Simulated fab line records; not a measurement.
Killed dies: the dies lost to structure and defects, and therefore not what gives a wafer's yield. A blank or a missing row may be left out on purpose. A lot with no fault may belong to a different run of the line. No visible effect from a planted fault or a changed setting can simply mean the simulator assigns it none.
fab line records | flow n5Finfet | part 2 of 2: steps 18 to 28 of 28
[record] lots = 5 | wafers = 15 | lastDay = 16
route steps=1938 shown BEOL_M7@1295
lots with no fault: from the same line, run without faults
startH: start of the lot's first displayed wafer, in hours after the record's first day | waitH: hours since the lot's step before | " the same as in the row above | L1.1+2: one row covering several wafers at once | - no value, or no start was given | * or withheld: withheld | < > ~ a bound
route shown NAME@n: NAME is a module with steps in the file, n the number in the route of the first one | usual: mean and standard deviation over wafers with no fault | same: alike in all rows | chamber/n: place in a boat | sites: readings site by site | _std_site: how widely they spread, as a standard deviation | _edge_site: inner sites' mean taken away from outer sites' mean | radiusMm: how far each site lies from the wafer's centre | mask NAME#n: copy n | behind: the tool/chamber that last shaped the wafer | hold: why the lot went on hold/how many hours it stayed there/how the hold came to an end | device: which transistor (n, p or np) failed to switch | end of line: the same wafers' tests at the end of the route | a step without rows: its recipe alone | killed: at the first sort, the dies lost to defects and structure; wafer yield is something else | map: the dies of a wafer, with x for killed, . for not killed, _ for no die there
set.NAME: the setting as run; set.NAME@STEP: as run at that earlier step | model.NAME: the simulator's own value behind a step, which no gauge read
lots at some steps of the route; a table a step, a row a wafer
services: when a tool's chamber went out of use (startH, in hours from the record's first day, below 0 if earlier), for how many hours, and the reason
[[steps]]
[step N5_BEOL_M7_HM_STRIP_39]
[recipe] chemistry = peroxideTinStrip | material = TiN | targetDepthA = 250 | tempC = 50 | timeS = 158
[usual] bathHeatDutyPct = 7.0/0.76
lot.wafer | tool        | chamber | startH | waitH | bathHeatDutyPct
L083.3    | wetBench-04 | 1       | 238.97 | 0.0   | 7.6
L083.5    | "           | 0       | "      | "     | 7.7
L083.6    | "           | 6       | "      | "     | 6.0
L087.1    | wetBench-06 | 6       | 271.68 | 0.0   | 5.8
L087.2    | "           | 2       | "      | "     | 8.3
L087.4    | "           | 5       | "      | "     | 5.9
L085.2    | wetBench-04 | 6       | 275.59 | 0.0   | 6.0
L085.5    | "           | 4       | "      | "     | 6.8
L085.6    | "           | 7       | "      | "     | 6.2
L090.1    | wetBench-03 | 5       | 296.23 | 0.0   | 7.8
L090.3    | "           | 4       | "      | "     | 6.6
L090.6    | "           | 7       | "      | "     | 7.0
L094.1    | wetBench-04 | 4       | 301.56 | 0.0   | 6.7
L094.4    | "           | 2       | "      | "     | 7.3
L094.6    | "           | 5       | "      | "     | 6.9
[step N5_BEOL_M7_SRD_40]
[recipe] timeS = 30 | tempC = 23 | rinseLiquid = diw | dry = ipaMarangoni
[usual] bathHeatDutyPct = 3.6/0.48
lot.wafer | tool        | chamber | startH | waitH | bathHeatDutyPct
L083.3    | wetBench-04 | 1       | 239.02 | 0.0   | 4.1
L083.5    | "           | 0       | "      | "     | 4.1
L083.6    | "           | 6       | "      | "     | 3.5
L087.1    | wetBench-06 | 6       | 271.72 | 0.0   | 3.0
L087.2    | "           | 2       | "      | "     | 4.3
L087.4    | "           | 5       | "      | "     | 3.7
L085.2    | wetBench-04 | 6       | 275.64 | 0.0   | 3.3
L085.5    | "           | 4       | "      | "     | 3.6
L085.6    | "           | 7       | "      | "     | 3.7
L090.1    | wetBench-03 | 5       | 296.28 | 0.0   | 4.1
L090.3    | "           | 4       | "      | "     | 3.5
L090.6    | "           | 7       | "      | "     | 3.9
L094.1    | wetBench-04 | 4       | 301.61 | 0.0   | 3.5
L094.4    | "           | 2       | "      | "     | 4.5
L094.6    | "           | 5       | "      | "     | 3.0
[step N5_BEOL_M7_PRECLEAN_42]
[recipe] chemistry = residueRemover | timeS = 60 | tempC = 40
[usual] bathHeatDutyPct = 4.3/0.51
lot.wafer | tool        | chamber | startH | waitH | bathHeatDutyPct
L083.3    | wetBench-04 | 1       | 239.03 | 0.0   | 4.1
L083.5    | "           | 0       | "      | "     | 4.9
L083.6    | "           | 6       | "      | "     | 3.2
L087.1    | wetBench-06 | 6       | 271.74 | 0.0   | 3.6
L087.2    | "           | 2       | "      | "     | 5.6
L087.4    | "           | 5       | "      | "     | 4.6
L085.2    | wetBench-04 | 6       | 275.65 | 0.0   | 3.9
L085.5    | "           | 4       | "      | "     | 3.6
L085.6    | "           | 7       | "      | "     | 4.8
L090.1    | wetBench-03 | 5       | 296.29 | 0.0   | 4.2
L090.3    | "           | 4       | "      | "     | 4.1
L090.6    | "           | 7       | "      | "     | 4.3
L094.1    | wetBench-04 | 4       | 301.63 | 0.0   | 4.4
L094.4    | "           | 2       | "      | "     | 5.0
L094.6    | "           | 5       | "      | "     | 4.3
[step N5_BEOL_M7_SRD_43]
[recipe] timeS = 30 | tempC = 23 | rinseLiquid = diw | dry = ipaMarangoni
[usual] bathHeatDutyPct = 3.5/0.52
lot.wafer | tool        | chamber | startH | waitH | bathHeatDutyPct
L083.3    | wetBench-04 | 1       | 239.05 | 0.0   | 3.2
L083.5    | "           | 0       | "      | "     | 3.6
L083.6    | "           | 6       | "      | "     | 2.8
L087.1    | wetBench-06 | 6       | 271.76 | 0.0   | 2.8
L087.2    | "           | 2       | "      | "     | 3.4
L087.4    | "           | 5       | "      | "     | 3.2
L085.2    | wetBench-04 | 6       | 275.67 | 0.0   | 3.4
L085.5    | "           | 4       | "      | "     | 3.3
L085.6    | "           | 7       | "      | "     | 2.6
L090.1    | wetBench-03 | 5       | 296.31 | 0.0   | 4.0
L090.3    | "           | 4       | "      | "     | 2.8
L090.6    | "           | 7       | "      | "     | 3.6
L094.1    | wetBench-04 | 4       | 301.65 | 0.0   | 3.6
L094.4    | "           | 2       | "      | "     | 3.9
L094.6    | "           | 5       | "      | "     | 3.5
[step N5_BEOL_M7_CD_MEAS_35]
[recipe] targetCdNm = 40 | polarity = opening
[usual] cdNm = 39.6/0.81
lot.wafer | tool     | chamber | startH | waitH | cdNm
L083.3    | cdSem-02 | -       | 239.09 | 0.0   | 38.3
L083.5    | "        | -       | "      | "     | 39.9
L083.6    | "        | -       | "      | "     | 39.8
L087.1    | cdSem-02 | -       | 271.80 | 0.0   | 40.8
L087.2    | "        | -       | "      | "     | 39.5
L087.4    | "        | -       | "      | "     | 41.1
L085.2    | cdSem-03 | -       | 275.71 | 0.0   | 40.2
L085.5    | "        | -       | "      | "     | 40.5
L085.6    | "        | -       | "      | "     | 39.5
L090.1    | cdSem-02 | -       | 296.35 | 0.0   | 39.4
L090.3    | "        | -       | "      | "     | 38.7
L090.6    | "        | -       | "      | "     | 39.3
L094.1    | cdSem-03 | -       | 301.70 | 0.0   | 40.1
L094.4    | "        | -       | "      | "     | 39.3
L094.6    | "        | -       | "      | "     | 38.2
[step N5_BEOL_M7_CURE_75]
[recipe] tempC = 370 | timeS = 120 | ambient = DMADMS/He | material = SiCOH_lowk
[usual] lampPowerPct = 52.32/0.059 | wafer_temp_C_max = 371.9/0.82
lot.wafer | tool      | chamber | startH | waitH | lampPowerPct | wafer_temp_C_max
L083.3    | uvCure-03 | 2       | 239.28 | 0.2   | 52.30        | 373.1
L083.5    | "         | 2       | "      | "     | 52.28        | 372.3
L083.6    | "         | 2       | "      | "     | 52.30        | 371.8
L087.1    | uvCure-03 | 2       | 271.85 | 0.0   | 52.37        | 372.6
L087.2    | "         | 2       | "      | "     | 52.35        | 371.8
L087.4    | "         | 2       | "      | "     | 52.31        | 372.4
L085.2    | uvCure-01 | 0       | 275.80 | 0.1   | 52.35        | 371.5
L085.5    | "         | 0       | "      | "     | 52.40        | 372.2
L085.6    | "         | 0       | "      | "     | 52.28        | 372.0
L090.1    | uvCure-02 | 1       | 296.39 | 0.0   | 52.27        | 371.7
L090.3    | "         | 1       | "      | "     | 52.30        | 371.8
L090.6    | "         | 1       | "      | "     | 52.30        | 371.2
L094.1    | uvCure-01 | 1       | 301.74 | 0.0   | 52.31        | 371.5
L094.4    | "         | 1       | "      | "     | 52.26        | 372.3
L094.6    | "         | 1       | "      | "     | 52.34        | 371.5
[step N5_BEOL_M7_DEGAS_44]
[recipe] ambient = vacuum | tempC = 250 | timeS = 60
[usual] heaterPowerW = 329/26
lot.wafer | tool          | chamber | startH | waitH | heaterPowerW
L083.3    | pvdSputter-02 | -       | 239.51 | 0.2   | 302
L083.5    | "             | -       | "      | "     | 363
L083.6    | "             | -       | "      | "     | 284
L087.1    | pvdSputter-02 | -       | 272.55 | 0.6   | 338
L087.2    | "             | -       | "      | "     | 362
L087.4    | "             | -       | "      | "     | 292
L085.2    | pvdSputter-02 | -       | 277.99 | 2.1   | 285
L085.5    | "             | -       | "      | "     | 286
L085.6    | "             | -       | "      | "     | 340
L090.1    | pvdSputter-01 | -       | 296.89 | 0.4   | 365
L090.3    | "             | -       | "      | "     | 324
L090.6    | "             | -       | "      | "     | 320
L094.1    | pvdSputter-03 | -       | 302.07 | 0.3   | 347
L094.4    | "             | -       | "      | "     | 334
L094.6    | "             | -       | "      | "     | 325
[step N5_BEOL_M7_PRE_CLEAN_45]
[recipe] gas = H2/He | timeS = 30 | tempC = 250
[usual] heaterPowerW = 329/25
lot.wafer | tool          | chamber | startH | waitH | heaterPowerW
L083.3    | pvdSputter-02 | -       | 239.55 | 0.0   | 299
L083.5    | "             | -       | "      | "     | 361
L083.6    | "             | -       | "      | "     | 296
L087.1    | pvdSputter-02 | -       | 272.59 | 0.0   | 348
L087.2    | "             | -       | "      | "     | 364
L087.4    | "             | -       | "      | "     | 281
L085.2    | pvdSputter-02 | -       | 278.03 | 0.0   | 291
L085.5    | "             | -       | "      | "     | 288
L085.6    | "             | -       | "      | "     | 338
L090.1    | pvdSputter-01 | -       | 296.93 | 0.0   | 348
L090.3    | "             | -       | "      | "     | 311
L090.6    | "             | -       | "      | "     | 322
L094.1    | pvdSputter-03 | -       | 302.11 | 0.0   | 341
L094.4    | "             | -       | "      | "     | 330
L094.6    | "             | -       | "      | "     | 323
[step N5_BEOL_M7_ALD_77]
[recipe] material = TaN | targetThkA = 20 | tempC = 275 | aldPrecursorFamily = PDMAT | aldCoReactant = NH3 | pressureTorr = 3 | carrierFlowSccm = 1500 | pulseTimeS = 2 | purgeTimeS = 3 | coReactantPurgeTimeS = 2 | coReactantPulseTimeS = 3 | aldCycles = 40 | precursorVesselTempC = 75 | precursorVesselPressureTorr = 26.25 | precursorVesselCarrierSccm = 1000
[usual] heaterPowerW = 421/24
[same] coReactantPurgeTimeS = 2
lot.wafer | tool        | chamber | startH | waitH | heaterPowerW
L083.3    | aldMetal-03 | 3       | 239.72 | 0.1   | 457
L083.5    | "           | 1       | "      | "     | 408
L083.6    | "           | 2       | "      | "     | 426
L087.1    | aldMetal-04 | 2       | 272.65 | 0.0   | 366
L087.2    | "           | 1       | "      | "     | 411
L087.4    | "           | 3       | "      | "     | 445
L085.2    | aldMetal-04 | 0       | 278.13 | 0.1   | 411
L085.5    | "           | 3       | "      | "     | 434
L085.6    | "           | 0       | "      | "     | 414
L090.1    | aldMetal-02 | 0       | 296.99 | 0.0   | 475
L090.3    | "           | 2       | "      | "     | 448
L090.6    | "           | 3       | "      | "     | 420
L094.1    | aldMetal-04 | 3       | 302.17 | 0.0   | 441
L094.4    | "           | 0       | "      | "     | 417
L094.6    | "           | 2       | "      | "     | 364
[step N5_BEOL_M7_SURFACE_TREAT_79]
[recipe] gas = Ar | timeS = * | ionEnergyEv = * | ionCurrentMaCm2 = 0.5 | pressureMtorr = * | arFlowSccm = 30
[usual] throttleValvePct = *
lot.wafer | tool          | chamber | startH | waitH | throttleValvePct
L083.3    | pvdSputter-02 | -       | 240.11 | 0.3   | *
L083.5    | "             | -       | "      | "     | *
L083.6    | "             | -       | "      | "     | *
L087.1    | pvdSputter-02 | -       | 273.07 | 0.3   | *
L087.2    | "             | -       | "      | "     | *
L087.4    | "             | -       | "      | "     | *
L085.2    | pvdSputter-03 | -       | 279.65 | 1.4   | *
L085.5    | "             | -       | "      | "     | *
L085.6    | "             | -       | "      | "     | *
L090.1    | pvdSputter-03 | -       | 297.41 | 0.3   | *
L090.3    | "             | -       | "      | "     | *
L090.6    | "             | -       | "      | "     | *
L094.1    | pvdSputter-03 | -       | 302.50 | 0.2   | *
L094.4    | "             | -       | "      | "     | *
L094.6    | "             | -       | "      | "     | *
[step N5_BEOL_M7_CVD_78]
[recipe] material = Co | targetThkA = 20 | tempC = withheld | precursor = CCTBA/H2 | pressureTorr = 30 | timeS = 142.3
lot.wafer  | tool     | chamber | startH | waitH
L083.3+5+6 | cvdCo-01 | 1,0,2   | 240.21 | 0.1
L087.1+2+4 | cvdCo-02 | 0,2,0   | 273.13 | 0.0
L085.2+5+6 | cvdCo-01 | 1,1,2   | 279.71 | 0.0
L090.1+3+6 | cvdCo-01 | 0,1,1   | 297.47 | 0.0
L094.1+4+6 | cvdCo-02 | 1,0,1   | 302.58 | 0.1
[[services]]
tool          | chamber | startH | hours | kind
rieDiel-01    | 2       | 220.13 | 3.2   | repair
uvCure-02     | -       | 220.88 | 7.5   | pm
uvCure-03     | -       | 221.77 | 2.8   | pm
uvCure-03     | -       | 225.99 | 0.6   | repair
uvCure-02     | -       | 228.57 | 1.0   | pm
aldMetal-02   | -       | 230.35 | 14.6  | pm
rieDiel-02    | 3       | 236.85 | -     | clean
rieDiel-02    | 3       | 236.85 | -     | consumableReplace:focusRing
rieDiel-02    | 3       | 236.85 | 19.3  | scheduledDown
rieDiel-02    | 3       | 236.85 | 19.3  | ventCycle
uvCure-03     | -       | 242.40 | 13.2  | repair
aldMetal-02   | -       | 247.86 | 6.0   | pm
aldMetal-04   | 0       | 251.33 | 5.2   | repair
aldMetal-02   | -       | 254.19 | 0.4   | repair
cvdCo-01      | -       | 257.08 | 2.8   | pm
rieDiel-02    | 3       | 266.56 | 10.3  | repair
uvCure-01     | -       | 270.59 | 1.0   | pm
aldMetal-02   | -       | 271.66 | 0.2   | repair
rieDiel-06    | 3       | 276.06 | -     | clean
rieDiel-06    | 3       | 276.06 | -     | consumableReplace:focusRing
rieDiel-06    | 3       | 276.06 | -     | consumableReplace:showerhead
cvdCo-01      | -       | 281.73 | 4.3   | pm
uvCure-01     | -       | 282.47 | 1.0   | repair
pvdSputter-01 | -       | 301.73 | 2.1   | repair
